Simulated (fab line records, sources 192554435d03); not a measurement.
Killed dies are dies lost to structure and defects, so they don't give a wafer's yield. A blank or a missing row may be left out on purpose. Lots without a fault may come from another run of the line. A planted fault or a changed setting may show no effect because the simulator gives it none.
fab line records | flow n5_finfet
record lots=7 wafers=18 last_day=16
route steps=1938 shown MIM_TOP_LITHO@1839 MIM_TOP_ETCH@1851
lots that met no fault: from a run of the same line without faults
start_h: hours from the record's first day to the start of the lot's first wafer shown | wait_h: hours since the lot's step before | " the same as in the row above | L1.1+2: a row that stands for several wafers | - no value, or no start given | * or withheld: withheld | < > ~ a bound
route shown NAME@n: a module of which the file shows steps, and the number in the route of the first | usual: mean/standard deviation of fault-free wafers | same: alike in all rows | chamber/n: place in a boat | sites: the reading at each site | _std_site: their standard deviation | _edge_site: outer sites' mean less inner sites' | radius_mm: how far each site lies from the wafer's centre | mask NAME#n: copy n | behind: the tool/chamber that last shaped the wafer | hold: why the lot was held/for how many hours/how that ended | device: the transistor (n, p or np) that didn't switch | end of line: the same wafers' tests at the end of the route | a step without rows: its recipe alone | killed: dies lost to structure and defects at the first sort, not the wafer's yield | map: a wafer's dies, x killed, . not, _ none there
set.NAME: the setting as run; set.NAME@STEP: as run at that earlier step | model.NAME: the simulator's own value behind a step, which no gauge read
lots at some steps of the route; a table a step, a row a wafer
services: from which hour (start_h, from the record's first day; less than 0 if before it) a tool's chamber was out of use, for how many hours, and why
## steps
# step N5_MIM_TOP_LITHO_HMDS_01
# recipe time_s=60 temp_c=120
# step N5_MIM_TOP_LITHO_COAT_02
# recipe spin_rpm=* resist_thk_nm=*
# step N5_MIM_TOP_LITHO_EBR_04
# recipe solvent=PGMEA ebr_width_mm=1.5
# step N5_MIM_TOP_LITHO_SOFTBAKE_03
# recipe temp_c=100 time_s=90
# step N5_MIM_TOP_LITHO_EXPOSE_05
# recipe mask_id=MIM_TOP na=0.55 source_shape=conventional sigma_outer=0.8 polarization=unpolarized target_cd_nm=2000 dose_mj=20.5
# step N5_MIM_TOP_LITHO_PEB_06
# recipe peb_temp_c=withheld peb_time_s=*
# step N5_MIM_TOP_LITHO_DEVELOP_07
# recipe develop_time_s=60 rinse_liquid=diw dry=air_spin dev_temp_c=21
# step N5_MIM_TOP_LITHO_HARDBAKE_09
# recipe temp_c=130 time_s=120
# step N5_MIM_TOP_LITHO_CD_MEAS_08
# recipe target_cd_nm=2000 landing_energy_ev=500 detector=se_inlens
# usual cd_nm=2000.9/1.8
# columns lot.wafer tool chamber start_h wait_h cd_nm
L598.1 cd_sem-01 0 262.94 - 2002.2
L598.2 " 0 " " 1998.7
L598.6 " 0 " " 1998.8
L601.1 cd_sem-02 0 310.78 - 2003.3
L601.2 " 0 " " 2000.6
L601.4 " 0 " " 2002.5
L613.2 cd_sem-01 0 364.81 - 1999.2
L613.3 " 0 " " 1998.6
L613.6 " 0 " " 2001.8
L615.1 cd_sem-01 0 377.85 - 2001.8
L615.4 " 0 " " 1998.6
L615.5 " 0 " " 1999.2
L614.4 cd_sem-01 0 378.30 - 1999.8
L614.6 " 0 " " 2004.8
L616.1 cd_sem-01 0 378.68 - 2000.3
L616.5 " 0 " " 2001.9
L617.4 cd_sem-01 0 384.06 - 2001.0
L617.5 " 0 " " 1997.8
# step N5_MIM_TOP_LITHO_OVL_MEAS_11
# recipe points_per_wafer=44
# usual MIM_TOP_OVL=1/4.1
# columns lot.wafer tool chamber start_h wait_h MIM_TOP_OVL[nm]
L598.1 overlay-02 0 262.98 0.0 0
L598.2 " 0 " " 5
L598.6 " 0 " " 1
L601.1 overlay-02 0 310.81 0.0 -1
L601.2 " 0 " " 0
L601.4 " 0 " " 3
L613.2 overlay-02 0 364.84 0.0 0
L613.3 " 0 " " 6
L613.6 " 0 " " 8
L615.1 overlay-01 0 377.88 0.0 0
L615.4 " 0 " " -2
L615.5 " 0 " " -1
L614.4 overlay-01 0 378.33 0.0 5
L614.6 " 0 " " 3
L616.1 overlay-02 0 378.71 0.0 -3
L616.5 " 0 " " -5
L617.4 overlay-01 0 384.09 0.0 1
L617.5 " 0 " " -1
# step N5_MIM_TOP_LITHO_INSPECT_12
# recipe mode=adi inspect_instrument=macro
# usual raw_defect_count=1.9/1.4
# columns lot.wafer tool chamber start_h wait_h raw_defect_count
L598.1 defect_inspect-01 - 263.00 0.0 4
L598.2 " - " " 0
L598.6 " - " " 2
L601.1 defect_inspect-02 - 310.84 0.0 3
L601.2 " - " " 1
L601.4 " - " " 1
L613.2 defect_inspect-02 - 364.87 0.0 2
L613.3 " - " " 6
L613.6 " - " " 0
L615.1 defect_inspect-02 - 377.90 0.0 4
L615.4 " - " " 3
L615.5 " - " " 1
L614.4 defect_inspect-01 - 378.36 0.0 2
L614.6 " - " " 2
L616.1 defect_inspect-02 - 378.73 0.0 5
L616.5 " - " " 3
L617.4 defect_inspect-02 - 384.11 0.0 1
L617.5 " - " " 3
# step N5_MIM_TOP_LITHO_DESCUM_10
# recipe chemistry=O2 time_s=7.9 source_power_w=50 bias_power_w=20 pressure_mtorr=20 rf_frequency_hz=2.712e+07 temp_c=40 o2_flow_sccm=225
# usual drypump_motor_current_A=5.8/0.49 o2_flow_sccm=225.0/0.65 oes_product_au=0.83/0.085 rf_fwd_power_W=49.62/0.17 rf_vpp_V=243.7/1.3 showerhead_plenum_p_Torr=2.13/0.069 throttle_valve_pct=20.30/0.19
# columns lot.wafer tool chamber start_h wait_h drypump_motor_current_A o2_flow_sccm oes_product_au rf_fwd_power_W rf_hours_counter_h rf_vpp_V showerhead_plenum_p_Torr throttle_valve_pct
L598.1 rie_diel-02 3 263.03 0.0 5.6 225.0 0.71 49.55 205 243.8 2.07 20.43
L598.2 " 1 " " 6.2 225.3 0.70 49.62 246 244.5 2.13 20.34
L598.6 " 1 " " 6.2 225.6 0.69 49.53 - 244.9 2.13 20.32
L601.1 rie_diel-02 2 310.87 0.0 5.2 225.3 0.95 49.90 17 244.0 2.15 20.53
L601.2 " 3 " " 5.6 225.4 0.70 49.66 227 243.2 2.07 20.46
L601.4 " 3 " " 5.6 226.2 0.70 49.70 - 241.7 2.07 20.45
L613.2 rie_diel-02 3 364.90 0.0 5.6 224.9 0.68 49.50 250 242.0 2.06 20.50
L613.3 " 1 " " 6.3 226.0 0.89 49.71 30 245.0 2.12 19.99
L613.6 " 1 " " 6.2 224.8 0.89 49.69 - 243.3 2.12 20.00
L615.1 rie_diel-04 2 377.94 0.0 5.6 223.5 0.89 49.51 39 244.5 2.21 20.22
L615.4 " 3 " " 6.4 224.5 0.80 49.78 104 243.1 2.11 20.57
L615.5 " 1 " " 6.3 224.4 0.86 49.49 - 242.7 2.04 20.22
L614.4 rie_diel-03 3 378.39 0.0 5.7 224.4 0.83 49.66 71 242.6 2.21 20.37
L614.6 " 1 " " 5.3 225.5 0.77 49.49 - 245.5 2.10 20.32
L616.1 rie_diel-03 3 378.77 0.0 5.7 225.2 0.83 49.67 71 245.9 2.21 20.36
L616.5 " 1 " " 5.3 224.9 0.76 49.52 - 243.5 2.10 20.31
L617.4 rie_diel-04 2 384.50 0.4 5.6 225.3 0.89 49.47 42 244.6 2.21 20.22
L617.5 " 1 " " 6.3 225.8 0.85 49.34 - 240.7 2.04 20.20
# step N5_MIM_TOP_ETCH_ETCH_00
# recipe chemistry=Cl2/BCl3 target=TiN target_depth_a=385 ion_energy_ev=150 pressure_mtorr=10 icp_w=1000 bias_w=126 Cl2_flow_sccm=53.25 bcl3_flow_sccm=21.75 Ar_flow_sccm=25
# usual drypump_motor_current_A=5.8/0.43 mfc_cl2_sccm=53.26/0.13 oes_product_au=0.82/0.11 rf_fwd_power_W=992/3.4 throttle_valve_pct=22.67/0.29
# columns lot.wafer tool chamber start_h wait_h drypump_motor_current_A mfc_cl2_sccm oes_product_au rf_fwd_power_W rf_hours_counter_h throttle_valve_pct model.MIM_TOP_ETCH.feature_depth_nm model.etch.depth_nm model.coat_of_MIM_TOP_LITHO_COAT_02.thk_nm
L598.1 rie_metal-01 1 263.15 0.1 5.4 53.17 0.68 988 82 22.61 39 38.93 *
L598.2 " 0 " " 5.6 53.35 0.96 994 3 22.47 38.2 38.2 *
L598.6 " 0 " " 5.6 53.22 0.96 993 - 22.46 38.4 38.41 *
L601.1 rie_metal-03 1 310.96 0.1 5.5 53.40 0.74 990 63 23.29 38.2 38.13 *
L601.2 " 1 " " 5.5 53.27 0.74 995 - 23.28 38.4 38.37 *
L601.4 " 1 " " 5.5 53.03 0.75 997 - 23.27 38.4 38.45 *
L613.2 rie_metal-02 0 365.03 0.1 6.3 53.36 0.81 994 - 22.86 38 37.96 *
L613.3 " 0 " " 6.3 53.37 0.80 995 - 22.85 37.8 37.7 *
L613.6 " 0 " " 6.3 53.17 0.81 995 - 22.83 38.4 38.33 *
L615.1 rie_metal-01 0 378.03 0.1 5.6 53.20 0.89 988 14 22.50 38 38.07 *
L615.4 " 0 " " 5.6 53.00 0.88 990 - 22.49 38.2 38.2 *
L615.5 " 1 " " 5.4 53.27 0.66 990 - 22.62 38.8 38.78 *
L614.4 rie_metal-02 1 378.51 0.1 6.4 53.40 1.22 1000 - 22.25 57.8 57.79 *
L614.6 " 0 " " 6.4 53.53 0.81 994 - 22.85 38.2 38.14 *
L616.1 rie_metal-02 1 378.85 0.1 6.4 53.17 1.20 996 5 22.27 57 56.93 *
L616.5 " 0 " " 6.4 53.15 0.79 996 - 22.83 37.8 37.77 *
L617.4 rie_metal-02 0 384.63 0.1 6.3 53.35 1.05 991 - 22.82 58 58.03 *
L617.5 " 1 " " 6.4 53.33 0.93 998 - 22.30 39.2 39.12 *
# step N5_MIM_TOP_ETCH_STRIP_01
# recipe chemistry=O2 power_w=600 temp_c=60 pressure_mtorr=30 rf_frequency_hz=6e+07 bias_power_w=0 overash_fraction=0.5 o2_flow_sccm=225
# usual drypump_motor_current_A=5.9/0.39 o2_flow_sccm=225.1/0.72 oes_product_au=0.79/0.1 rf_vpp_V=3.6/1.5 showerhead_plenum_p_Torr=2.12/0.084 throttle_valve_pct=16.65/0.26
# columns lot.wafer tool chamber start_h wait_h drypump_motor_current_A o2_flow_sccm oes_product_au rf_hours_counter_h rf_vpp_V showerhead_plenum_p_Torr throttle_valve_pct
L598.1 rie_diel-05 3 263.29 0.1 5.8 224.7 0.70 213 6.0 2.16 16.85
L598.2 " 0 " " 5.5 223.6 0.72 162 3.9 2.00 16.93
L598.6 " 1 " " 6.1 224.1 0.69 - 2.4 1.97 16.47
L601.1 rie_diel-05 2 311.22 0.2 5.6 224.8 0.93 24 7.8 2.15 16.57
L601.2 " 3 " " 5.8 225.4 0.69 232 3.3 2.16 16.91
L601.4 " 0 " " 5.5 225.7 0.72 181 3.7 2.00 16.96
L613.2 rie_diel-05 0 365.25 0.2 5.5 224.9 0.71 198 2.6 1.99 17.00
L613.3 " 3 " " 5.8 225.5 0.69 249 3.5 2.15 16.92
L613.6 " 3 " " 5.8 225.1 0.68 - 5.0 2.15 16.89
L615.1 rie_diel-06 0 378.21 0.1 4.9 224.5 0.91 34 3.2 2.24 16.84
L615.4 " 3 " " 6.3 224.9 0.72 143 1.1 2.10 16.74
L615.5 " 0 " " 4.9 224.8 0.89 - 2.7 2.24 16.88
L614.4 rie_diel-05 0 378.64 0.1 5.5 224.2 0.71 - 4.9 1.99 17.05
L614.6 " 1 " " 6.1 225.0 0.93 - 2.9 2.22 16.05
L616.1 rie_diel-05 0 378.99 0.1 5.6 223.8 0.69 204 1.4 1.99 16.99
L616.5 " 1 " " 6.1 223.3 0.92 - 5.3 2.22 16.06
L617.4 rie_diel-01 1 384.73 0.1 6.3 225.8 0.71 219 2.6 2.18 16.47
L617.5 " 3 " " 5.8 225.8 1.01 - 3.0 2.15 16.27
## services
# columns tool chamber start_h hours kind
rie_metal-03 - 242.81 14.6 pm
rie_diel-01 - 243.61 0.2 repair
rie_metal-03 - 258.06 1.4 pm
rie_diel-03 0 259.75 6.6 repair
rie_diel-02 0 261.10 2.4 repair
rie_diel-06 0 271.64 2.8 repair
rie_diel-05 1 280.56 - clean
rie_diel-05 1 280.56 - consumable_replace:focus_ring
rie_diel-05 1 280.56 - consumable_replace:showerhead
rie_diel-05 1 280.56 29.9 scheduled_down
rie_diel-05 2 296.80 2.9 repair
rie_diel-03 0 310.73 1.4 repair
rie_diel-06 3 316.56 4.0 repair
rie_diel-03 2 316.71 5.3 repair
rie_diel-06 - 325.45 14.6 pm
rie_diel-01 - 336.07 0.2 repair
rie_diel-04 3 341.69 14.3 repair
rie_diel-02 - 344.12 2.0 repair
rie_diel-04 1 345.68 5.8 repair
rie_diel-04 - 346.66 14.6 pm
rie_diel-01 0 347.03 9.4 repair
rie_metal-02 1 359.03 12.6 repair
rie_diel-02 0 362.01 4.7 repair
rie_diel-05 1 366.67 2.3 repair
## key
first_sign step=N5_MIM_TOP_ETCH_ETCH_00 reading=oes_product_au direction=up sigmas=3.1 usual=0.82 struck=1.16
effect none on later readings
model_effect step=N5_MIM_TOP_ETCH_ETCH_00 value=MIM_TOP_ETCH.feature_depth_nm without=38.27 struck=57.6
met_at N5_MIM_TOP_ETCH_ETCH_00
struck_wafers L614.4,L616.1,L617.4
onset_between 365.03 378.51
fault kind=process_parameter_drift tool=rie_metal-02 chamber=- onset_h=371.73 steps=N5_MIM_TOP_ETCH_ETCH_00 channel=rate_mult offset=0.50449 shape=step end_h=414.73 scope=struck_wafers_only
